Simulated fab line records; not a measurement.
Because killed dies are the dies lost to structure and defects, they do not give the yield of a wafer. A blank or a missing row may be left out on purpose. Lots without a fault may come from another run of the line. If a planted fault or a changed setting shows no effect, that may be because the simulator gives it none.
fab line records	flow nand_harc
[record] lots = 11	wafers = 33	last_day = 29
route steps=1159 shown P_GATE@172 END@1159
lots untouched by any fault: they come from a run of this same line in which no faults occurred
start_h: start of the lot's first displayed wafer, in hours after the record's first day	wait_h: time in hours since the lot's previous step	" unchanged from the row above	L1.1+2: one row covering several wafers at once	- either no value or no given start	* or withheld: withheld	< > ~ a bound
route shown NAME@n: names a module that has steps shown in the file, with the first one's number in the route	usual: average and standard deviation across the fault-free wafers	same: alike in all rows	chamber/n: place in a boat	sites: each site's reading	_std_site: the values' standard deviation	_edge_site: mean of outer sites minus mean of inner sites	radius_mm: for every site, how far away it sits from the centre of the wafer	mask NAME#n: copy n	behind: the most recent tool/chamber to have shaped the wafer	hold: the reason the lot was held/the length of the hold in hours/how it ended	device: the transistor (n, p or np) that didn't switch	end of line: tests of these same wafers at the route's end	a step without rows: its recipe alone	killed: at the first sort, the dies lost to defects and structure; wafer yield is something else	map: shows each die of a wafer: x if killed, . if not, _ if none is there
set.NAME: setting as actually run; set.NAME@STEP: the setting as run at that earlier step	model.NAME: the simulator's own value behind a step, which no gauge read
one table for each step of the route and one row for each wafer, over a sample of lots
services: the hour from which a tool's chamber was out of use, counted from the record's first day as start_h (under 0 if before that day), plus the number of hours and why
[[steps]]
[step NHARC_P_GATE_DESCUM_48]
[recipe] time_s = 3	o2_flow_sccm = 200	ar_flow_sccm = 0	bias_power_w = 0	chemistry = O2
[usual] drypump_motor_current_A = 5.8/0.62	oes_product_au = 1.000/0.01	rf_vpp_V = 57.9/0.83	showerhead_plenum_p_Torr = 1.95/0.083	throttle_valve_pct = 11.312/0.0092
lot.wafer	tool	chamber	start_h	wait_h	drypump_motor_current_A	oes_product_au	rf_hours_counter_h	rf_vpp_V	showerhead_plenum_p_Torr	throttle_valve_pct
L796.1	rie_diel-05	1	160.22	-	6.1	1.009	68	57.3	1.89	11.304
L796.2	"	2	"	"	6.5	0.990	69	59.1	2.01	11.320
L796.5	"	1	"	"	6.1	1.014	-	59.5	1.89	11.305
L797.1	rie_diel-06	3	161.61	-	5.9	1.001	20	57.8	2.01	11.320
L797.2	"	2	"	"	5.3	1.008	22	56.3	1.81	11.326
L797.6	"	3	"	"	5.9	1.000	-	58.0	2.01	11.309
L803.1	rie_diel-06	0	178.89	-	6.7	1.002	23	58.3	1.96	11.313
L803.2	"	2	"	"	5.3	1.016	25	57.6	1.81	11.303
L803.5	"	0	"	"	6.7	0.985	-	58.2	1.96	11.337
L804.3	rie_diel-05	0	180.49	-	5.3	1.002	2	58.2	1.94	11.305
L804.2	"	1	"	"	6.1	0.996	2	58.1	1.89	11.297
L804.5	"	3	"	"	5.5	0.998	-	56.8	1.85	11.308
L805.2	rie_diel-06	2	181.05	-	5.3	1.007	25	57.0	1.81	11.313
L805.4	"	0	"	"	6.7	1.004	24	56.2	1.96	11.327
L805.5	"	2	"	"	5.3	1.003	-	56.6	1.81	11.303
L807.1	rie_diel-05	2	185.30	-	6.4	1.007	2	57.9	2.01	11.327
L807.3	"	3	"	"	5.5	1.008	3	57.3	1.85	11.305
L807.5	"	1	"	"	6.1	0.998	-	57.5	1.89	11.294
L808.1	rie_diel-06	0	187.19	-	6.7	0.997	25	58.5	1.96	11.321
L808.2	"	2	"	"	5.3	1.026	27	56.0	1.81	11.314
L808.6	"	3	"	"	5.9	0.998	-	58.4	2.01	11.314
L815.1	rie_diel-04	0	219.79	-	6.4	1.012	23	58.1	1.85	11.303
L815.3	"	1	"	"	5.4	0.988	24	57.6	1.96	11.320
L815.6	"	3	"	"	5.1	1.000	-	58.1	2.07	11.327
L816.2	rie_diel-04	0	219.97	-	6.4	1.007	23	57.6	1.85	11.309
L816.4	"	2	"	"	6.4	1.003	26	56.8	1.95	11.310
L816.5	"	3	"	"	5.1	0.991	-	58.6	2.07	11.307
L818.1	rie_diel-06	1	232.83	-	5.0	0.990	31	57.7	2.04	11.292
L818.2	"	2	"	"	5.3	1.014	32	57.8	1.81	11.307
L818.6	"	1	"	"	5.0	0.985	-	58.4	2.05	11.325
L817.1	rie_diel-06	2	233.61	-	5.3	1.016	32	57.9	1.81	11.307
L817.4	"	3	"	"	5.9	1.014	30	58.0	2.01	11.317
L817.5	"	1	"	"	5.0	0.992	-	58.3	2.05	11.291
[step NHARC_P_GATE_STRIP_76]
[recipe] power_w = 1500	temp_c = 250	chemistry = O2
[usual] drypump_motor_current_A = 5.7/0.31	heater_power_w = 321/27
lot.wafer	tool	chamber	start_h	wait_h	drypump_motor_current_A	heater_power_w	rf_hours_counter_h
L796.1	plasma_asher-01	1	162.86	0.2	5.6	281	20
L796.2	"	0	"	"	5.3	323	20
L796.5	"	0	"	"	5.3	320	-
L797.1	plasma_asher-02	0	164.14	0.2	5.8	386	43
L797.2	"	1	"	"	6.2	317	43
L797.6	"	1	"	"	6.1	316	-
L803.2	plasma_asher-02	1	181.18	0.2	6.2	315	51
L803.1	"	0	"	"	5.8	371	51
L803.5	"	1	"	"	6.2	317	-
L804.2	plasma_asher-01	0	182.87	0.2	5.3	331	30
L804.3	"	0	"	"	5.3	330	-
L804.5	"	0	"	"	5.3	326	-
L805.2	plasma_asher-01	1	183.52	0.2	5.6	290	30
L805.4	"	1	"	"	5.6	294	-
L805.5	"	1	"	"	5.6	288	-
L807.1	plasma_asher-01	1	188.19	0.2	5.6	296	34
L807.3	"	1	"	"	5.6	294	-
L807.5	"	1	"	"	5.6	278	-
L808.2	plasma_asher-01	0	189.81	0.2	5.3	324	35
L808.1	"	1	"	"	5.6	292	35
L808.6	"	1	"	"	5.6	287	-
L815.1	plasma_asher-02	0	222.19	0.2	5.8	358	8
L815.3	"	0	"	"	5.8	355	-
L815.6	"	0	"	"	5.8	352	-
L816.2	plasma_asher-01	1	222.36	0.2	5.6	289	46
L816.4	"	0	"	"	5.3	328	-
L816.5	"	1	"	"	5.6	292	-
L818.2	plasma_asher-02	0	235.30	0.2	5.8	352	10
L818.1	"	1	"	"	6.2	308	10
L818.6	"	0	"	"	5.8	364	-
L817.1	plasma_asher-01	0	235.85	0.2	5.3	341	48
L817.4	"	1	"	"	5.6	287	-
L817.5	"	1	"	"	5.6	298	-
[step NHARC_P_GATE_EXPOSE_88]
[recipe] na = 0.6	target_cd_nm = 2000	dose_mj = 11.87	mask_id = P_HVN
[usual] exposure_dose_mJ_cm2 = 11.872/0.012	focus_offset_nm = 0.0/0.5
lot.wafer	tool	chamber	start_h	wait_h	mask	exposure_dose_mJ_cm2	focus_offset_nm
L796.1	krf_scanner-01	0	163.62	-	P_HVN#0	11.865	-0.4
L796.2	"	0	"	"	P_HVN#0	11.875	0.9
L796.5	"	0	"	"	P_HVN#0	11.867	-0.6
L797.1	krf_scanner-04	0	164.90	-	P_HVN#0	11.880	-0.1
L797.2	"	0	"	"	P_HVN#0	11.859	-0.7
L797.6	"	0	"	"	P_HVN#0	11.843	0.5
L803.1	krf_scanner-02	0	181.94	-	P_HVN#0	11.898	0.5
L803.2	"	0	"	"	P_HVN#0	11.869	0.7
L803.5	"	0	"	"	P_HVN#0	11.882	0.5
L804.2	krf_scanner-04	-	183.63	-	P_HVN#0	-	-
L804.3	"	-	"	"	P_HVN#0	-	-
L804.5	"	-	"	"	P_HVN#0	-	-
L805.2	krf_scanner-01	-	184.29	-	P_HVN#0	-	-
L805.4	"	-	"	"	P_HVN#0	-	-
L805.5	"	-	"	"	P_HVN#0	-	-
L807.1	krf_scanner-02	-	188.95	-	P_HVN#0	-	-
L807.3	"	-	"	"	P_HVN#0	-	-
L807.5	"	-	"	"	P_HVN#0	-	-
L808.1	krf_scanner-02	0	190.57	-	P_HVN#0	11.879	-0.3
L808.2	"	0	"	"	P_HVN#0	11.871	0.5
L808.6	"	0	"	"	P_HVN#0	11.874	-0.4
L815.1	krf_scanner-04	0	222.82	-	P_HVN#0	11.856	0.5
L815.3	"	0	"	"	P_HVN#0	11.869	0.6
L815.6	"	0	"	"	P_HVN#0	11.864	0.3
L816.2	krf_scanner-04	0	222.99	-	P_HVN#0	11.884	-0.8
L816.4	"	0	"	"	P_HVN#0	11.888	-0.1
L816.5	"	0	"	"	P_HVN#0	11.902	-0.6
L818.1	krf_scanner-01	0	236.06	-	P_HVN#0	11.868	0.2
L818.2	"	0	"	"	P_HVN#0	11.863	0.3
L818.6	"	0	"	"	P_HVN#0	11.855	-0.2
L817.1	krf_scanner-04	0	236.62	-	P_HVN#0	11.894	-0.6
L817.4	"	0	"	"	P_HVN#0	11.866	-0.3
L817.5	"	0	"	"	P_HVN#0	11.868	-0.4
[step NHARC_P_GATE_CD_MEAS_91]
[recipe] target_cd_nm = 2000	landing_energy_ev = 500
[usual] cd_nm = 1999.9/1.8
[same] landing_energy_ev = 500
lot.wafer	tool	chamber	start_h	wait_h	cd_nm
L796.1	cd_sem-03	0	163.78	-	2001.1
L796.2	"	0	"	"	2000.3
L796.5	"	0	"	"	2000.2
L797.1	cd_sem-01	0	165.06	-	1998.2
L797.2	"	0	"	"	1998.9
L797.6	"	0	"	"	2000.0
L803.1	cd_sem-02	0	182.10	-	2001.0
L803.2	"	0	"	"	2000.6
L803.5	"	0	"	"	1997.6
L804.2	cd_sem-03	0	183.78	-	-
L804.3	"	0	"	"	-
L804.5	"	0	"	"	-
L805.2	cd_sem-01	0	184.45	-	-
L805.4	"	0	"	"	-
L805.5	"	0	"	"	-
L807.1	cd_sem-03	0	189.10	-	-
L807.3	"	0	"	"	-
L807.5	"	0	"	"	-
L808.1	cd_sem-03	0	190.73	-	2002.6
L808.2	"	0	"	"	1999.3
L808.6	"	0	"	"	1999.3
L815.1	cd_sem-01	0	222.98	-	2001.8
L815.3	"	0	"	"	1998.2
L815.6	"	0	"	"	2000.7
L816.2	cd_sem-01	0	223.15	-	2000.3
L816.4	"	0	"	"	1996.3
L816.5	"	0	"	"	1997.7
L818.1	cd_sem-01	0	236.22	-	1999.1
L818.2	"	0	"	"	2000.5
L818.6	"	0	"	"	2001.9
L817.1	cd_sem-03	0	236.78	-	2000.0
L817.4	"	0	"	"	2000.0
L817.5	"	0	"	"	1998.6
[step NHARC_P_GATE_STRIP_113]
[recipe] power_w = 1500	temp_c = 110	time_s = 740	chemistry = N2/H2
[usual] drypump_motor_current_A = 5.7/0.3	heater_power_w = 86/7.3
lot.wafer	tool	chamber	start_h	wait_h	drypump_motor_current_A	heater_power_w	rf_hours_counter_h
L796.1	plasma_asher-02	0	164.37	0.2	5.8	98	43
L796.2	"	1	"	"	6.1	85	43
L796.5	"	1	"	"	6.2	87	-
L797.2	plasma_asher-01	1	165.61	0.2	5.6	78	22
L797.1	"	0	"	"	5.3	88	22
L797.6	"	1	"	"	5.6	76	-
L803.1	plasma_asher-02	0	182.63	0.2	5.8	96	52
L803.2	"	1	"	"	6.2	85	52
L803.5	"	1	"	"	6.2	87	-
L804.2	plasma_asher-01	1	184.52	0.4	5.6	77	31
L804.3	"	1	"	"	5.6	76	-
L804.5	"	1	"	"	5.6	78	-
L805.2	plasma_asher-01	1	185.42	0.6	5.6	77	31
L805.4	"	1	"	"	5.6	77	-
L805.5	"	1	"	"	5.6	77	-
L807.1	plasma_asher-01	1	189.88	0.4	5.6	77	35
L807.3	"	1	"	"	5.6	75	-
L807.5	"	0	"	"	5.3	87	-
L808.1	plasma_asher-01	1	191.98	0.9	5.6	80	37
L808.2	"	0	"	"	5.3	89	37
L808.6	"	0	"	"	5.3	89	-
L815.1	plasma_asher-02	0	223.65	0.3	5.8	94	8
L815.3	"	0	"	"	5.8	95	-
L815.6	"	0	"	"	5.8	95	-
L816.2	plasma_asher-01	0	223.67	0.2	5.3	86	46
L816.4	"	1	"	"	5.6	74	-
L816.5	"	0	"	"	5.3	89	-
L818.2	plasma_asher-01	1	236.75	0.2	5.6	75	48
L818.1	"	0	"	"	5.3	87	48
L818.6	"	0	"	"	5.3	88	-
L817.1	plasma_asher-02	0	237.31	0.2	5.8	93	11
L817.4	"	0	"	"	5.8	94	-
L817.5	"	1	"	"	6.2	81	-
[step NHARC_P_GATE_INSPECT_68]
[usual] raw_defect_count = 176/60
lot.wafer	tool	chamber	start_h	wait_h	raw_defect_count
L796.1	defect_inspect-02	-	166.96	0.2	111
L796.2	"	-	"	"	140
L796.5	"	-	"	"	156
L797.1	defect_inspect-02	-	168.15	0.2	147
L797.2	"	-	"	"	107
L797.6	"	-	"	"	144
L803.1	defect_inspect-01	-	185.18	0.2	114
L803.2	"	-	"	"	155
L803.5	"	-	"	"	166
L804.2	defect_inspect-01	-	187.24	0.1	1233
L804.3	"	-	"	"	1146
L804.5	"	-	"	"	1251
L805.2	defect_inspect-02	-	188.14	0.1	1283
L805.4	"	-	"	"	1172
L805.5	"	-	"	"	1273
L807.1	defect_inspect-02	-	192.72	0.2	1204
L807.3	"	-	"	"	1223
L807.5	"	-	"	"	1161
L808.1	defect_inspect-01	-	194.80	0.2	346
L808.2	"	-	"	"	179
L808.6	"	-	"	"	210
L815.1	defect_inspect-02	-	226.25	0.2	116
L815.3	"	-	"	"	101
L815.6	"	-	"	"	135
L816.2	defect_inspect-02	-	226.42	0.1	178
L816.4	"	-	"	"	151
L816.5	"	-	"	"	171
L818.1	defect_inspect-01	-	239.40	0.2	139
L818.2	"	-	"	"	156
L818.6	"	-	"	"	234
L817.1	defect_inspect-01	-	239.92	0.2	421
L817.4	"	-	"	"	195
L817.5	"	-	"	"	157
[step NHARC_END_SORT_01]
[recipe] temp_c = 25
[usual] killed_at_array = 29/11	killed_at_other = 0.5/0.85	killed_at_periphery = 3.0/2.3	killed_dies = 33/12	killed_open = 3.3/1.9	killed_short = 2.0/1.5
[same] gross_dies = 677
lot.wafer	tool	chamber	start_h	wait_h	killed_at_array	killed_at_other	killed_at_periphery	killed_dies	killed_open	killed_short
L805.2	prober-02	0	608.35	2.8	25	3	649	677	3	1
L805.4	prober-02	0	609.93	3.4	40	1	636	677	6	4
L805.5	prober-02	0	610.73	3.7	30	2	645	677	3	3
L804.2	prober-01	0	611.71	2.8	30	0	647	677	2	6
L804.3	prober-01	0	612.49	3.1	34	0	643	677	4	1
L804.5	prober-01	0	614.05	3.6	33	0	644	677	1	3
L807.1	prober-02	0	654.24	2.5	42	0	635	677	7	4
L807.3	prober-02	0	655.84	3.1	47	0	630	677	10	0
L807.5	prober-02	0	657.44	3.7	49	0	628	677	2	1
// killed by level:class
L805.2 P_GATE:area_expose=647 A_SLIT:chamber_film_flake=14 A_CHANNEL_HOLE_D1:chamber_film_flake=5 A_STAIRCASE:chamber_film_flake=2 A_CONTACT:chamber_film_flake=2 THIN_TSV:chamber_film_flake=2 P_CONTACT:geometric_particle:open=1 P_M2:geometric_particle:open=1
L805.4 P_GATE:area_expose=635 A_SLIT:chamber_film_flake=19 A_CHANNEL_HOLE_D1:chamber_film_flake=7 A_CONTACT:geometric_particle:open=4 A_STAIRCASE:chamber_film_flake=2 A_CONTACT:chamber_film_flake=2 A_ONON_D1:geometric_particle:short=1 A_CHANNEL_HOLE_D1:geometric_particle:short=1
L805.5 P_GATE:area_expose=641 A_SLIT:chamber_film_flake=14 A_CHANNEL_HOLE_D1:chamber_film_flake=6 A_CONTACT:chamber_film_flake=3 P_STI:chamber_film_flake=2 THIN_TSV:chamber_film_flake=2 P_CONTACT:geometric_particle:open=1 A_CHANNEL_FILL_D1:geometric_particle:short=1
L804.2 P_GATE:area_expose=644 A_CHANNEL_HOLE_D1:chamber_film_flake=12 A_CONTACT:chamber_film_flake=7 A_CHANNEL_FILL_D1:geometric_particle:short=2 A_BLC:geometric_particle:short=2 A_STAIRCASE:chamber_film_flake=2 P_GATE:geometric_particle:open=1 P_M1:geometric_particle:short=1
L804.3 P_GATE:area_expose=642 A_CHANNEL_HOLE_D1:chamber_film_flake=18 A_STAIRCASE:chamber_film_flake=3 A_M0:geometric_particle:open=2 A_CONTACT:chamber_film_flake=2 A_SLIT:chamber_film_flake=2 A_WL_FILL:chamber_film_flake=2 A_CHANNEL_HOLE_D1:geometric_particle:short=1
L804.5 P_GATE:area_expose=643 A_CHANNEL_HOLE_D1:chamber_film_flake=17 A_CONTACT:chamber_film_flake=5 A_ZERO_WELL:chamber_film_flake=4 A_CHANNEL_FILL_D1:chamber_film_flake=2 A_CHANNEL_HOLE_D1:geometric_particle:short=1 A_SGD_CUT:geometric_particle:open=1 A_BLC:geometric_particle:short=1
L807.1 P_GATE:area_expose=631 A_SLIT:chamber_film_flake=18 A_CHANNEL_HOLE_D1:chamber_film_flake=13 A_CONTACT:chamber_film_flake=2 P_CONTACT:geometric_particle:open=1 P_M0:geometric_particle:open=1 P_M1:geometric_particle:open=1 P_M1:geometric_particle:short=1
L807.3 P_GATE:area_expose=627 A_SLIT:chamber_film_flake=19 A_CHANNEL_HOLE_D1:chamber_film_flake=14 A_CONTACT:geometric_particle:open=4 A_CONTACT:chamber_film_flake=4 A_ONON_D1:geometric_particle:open=3 P_M0:geometric_particle:open=1 A_CHANNEL_FILL_D1:geometric_particle:open=1
L807.5 P_GATE:area_expose=626 A_SLIT:chamber_film_flake=24 A_CHANNEL_HOLE_D1:chamber_film_flake=21 A_STAIRCASE:chamber_film_flake=2 P_CONTACT:geometric_particle:open=1 A_SGD_CUT:geometric_particle:short=1 A_CONTACT:geometric_particle:open=1 P_GATE:chamber_film_flake=1
[[services]]
tool	chamber	start_h	hours	kind
rie_diel-06	0	147.09	-	clean
rie_diel-06	1	147.09	-	clean
rie_diel-06	2	147.09	-	clean
rie_diel-06	3	147.09	-	clean
rie_diel-06	0	148.36	2.1	repair
rie_diel-05	-	163.60	9.0	pm
rie_diel-06	-	168.29	2.1	repair
rie_diel-06	0	171.59	-	clean
rie_diel-06	1	171.59	-	clean
rie_diel-06	2	171.59	-	clean
rie_diel-06	3	171.59	-	clean
plasma_asher-02	0	183.42	9.0	vent_cycle
plasma_asher-02	0	192.42	-	clean
plasma_asher-02	1	192.42	-	clean
rie_diel-06	0	196.09	-	clean
rie_diel-06	1	196.09	-	clean
rie_diel-06	2	196.09	-	clean
rie_diel-06	3	196.09	-	clean
rie_diel-05	0	209.18	6.5	repair
krf_scanner-02	-	210.00	4.0	pm
rie_diel-06	0	220.59	-	clean
rie_diel-06	1	220.59	-	clean
rie_diel-06	2	220.59	-	clean
rie_diel-04	2	221.36	3.4	repair
[[key]]
[first_sign] step = NHARC_P_GATE_EXPOSE_88	reading = tool_record	direction = missing
[effect] step = NHARC_P_GATE_CD_MEAS_91	reading = cd_nm	direction = missing
[effect] step = NHARC_P_GATE_INSPECT_68	reading = raw_defect_count	direction = up	sigmas = 17	usual = 176	struck = 1216
[effect] step = NHARC_END_SORT_01	reading = killed_at_periphery	direction = up	sigmas = 99+	usual = 3.0	struck = 639.7
[more_kills_born_at] NHARC_P_GATE_EXPOSE_88@krf_scanner-04 = 1929	NHARC_P_GATE_EXPOSE_88@krf_scanner-01 = 1923	NHARC_P_GATE_EXPOSE_88@krf_scanner-02 = 1884
met_at NHARC_P_GATE_EXPOSE_88
struck_lots L804,L805,L807
later_rows_left_out L804.2,L804.3,L804.5,L805.2,L805.4,L805.5,L807.1,L807.3,L807.5
tester_left_out L804,L805,L807
not_acting_at NHARC_P_GATE_DESCUM_48,NHARC_P_GATE_STRIP_76,NHARC_P_GATE_STRIP_113
onset_between 181.94 183.63
[fault] kind = skipped_step_whole	tool = krf_scanner-01,krf_scanner-02,krf_scanner-04	chamber = -	onset_h = 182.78	steps = NHARC_P_GATE_EXPOSE_88	scope = struck_lots_only
// tester_left_out: of these lots the tester's yield and bins aren't shown, on N5 and GAA mostly nor the transistor test; their killed dies are dies lost to structure and defects alone, not to doping, threshold or leakage, so they don't give the yield
// later_rows_left_out: the simulator's readings of these wafers behind a module that went badly wrong aren't trusted and aren't shown, but for the sort
